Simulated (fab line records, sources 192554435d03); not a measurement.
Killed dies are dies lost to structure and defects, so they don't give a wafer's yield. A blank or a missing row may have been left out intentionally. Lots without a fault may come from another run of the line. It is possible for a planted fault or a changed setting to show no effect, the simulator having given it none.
Chamber matching | flow n5 finfet | rie diel-02 running N5_BEOL_M0_SAQP_DESCUM_45: 4 sister chambers
The step chemistry O2, time 7 s. 4 wafers are shown with their chamber, then 10 later ones without.

== EACH WAFER AND ITS CHAMBER ==
wafer  | chamber | showerhead plenum p Torr (Torr)
L232.3 | 1       | 2.04
L232.6 | 3       | 2.16
L235.1 | 2       | 2.04
L235.5 | 0       | 1.99

== WAFERS MISSING THEIR CHAMBER ==
wafer  | showerhead plenum p Torr (Torr)
L235.6 | 2.15
L241.1 | 2.03
L241.4 | 2.04
L241.6 | 2.03
L243.1 | 2.04
L243.2 | 2.15
L243.4 | 2.03
L244.1 | 2.03
L244.4 | 2.04
L244.5 | 2.04

== EACH ONE'S CHAMBER ==
wafer  | from the rows above     | in truth
L235.6 | 3                       | 3
L241.1 | can't be placed: 1 or 2 | 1
L241.4 | can't be placed: 1 or 2 | 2
L241.6 | can't be placed: 1 or 2 | 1
L243.1 | can't be placed: 1 or 2 | 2
L243.2 | 3                       | 3
L243.4 | can't be placed: 1 or 2 | 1
L244.1 | can't be placed: 1 or 2 | 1
L244.4 | can't be placed: 1 or 2 | 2
L244.5 | can't be placed: 1 or 2 | 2
Correctly placed: 2 of 10. Can't be placed from these rows: 8 (the true chamber is among the candidates in 8). Placed wrongly: 0.
How it was worked out, from the rows above alone: a wafer's distance from a chamber is the root of the sum, over the readings, of the square of ((its reading less the chamber's mean) divided by the reading's scatter). The wafer belongs to the nearest chamber; if the next one is less than 2 further off, it can't be placed. A chamber's mean is the mean of its shown wafers. The scatter: with one shown wafer a chamber, the root of the mean of the squares of how far each hidden wafer lies from its nearest shown one.
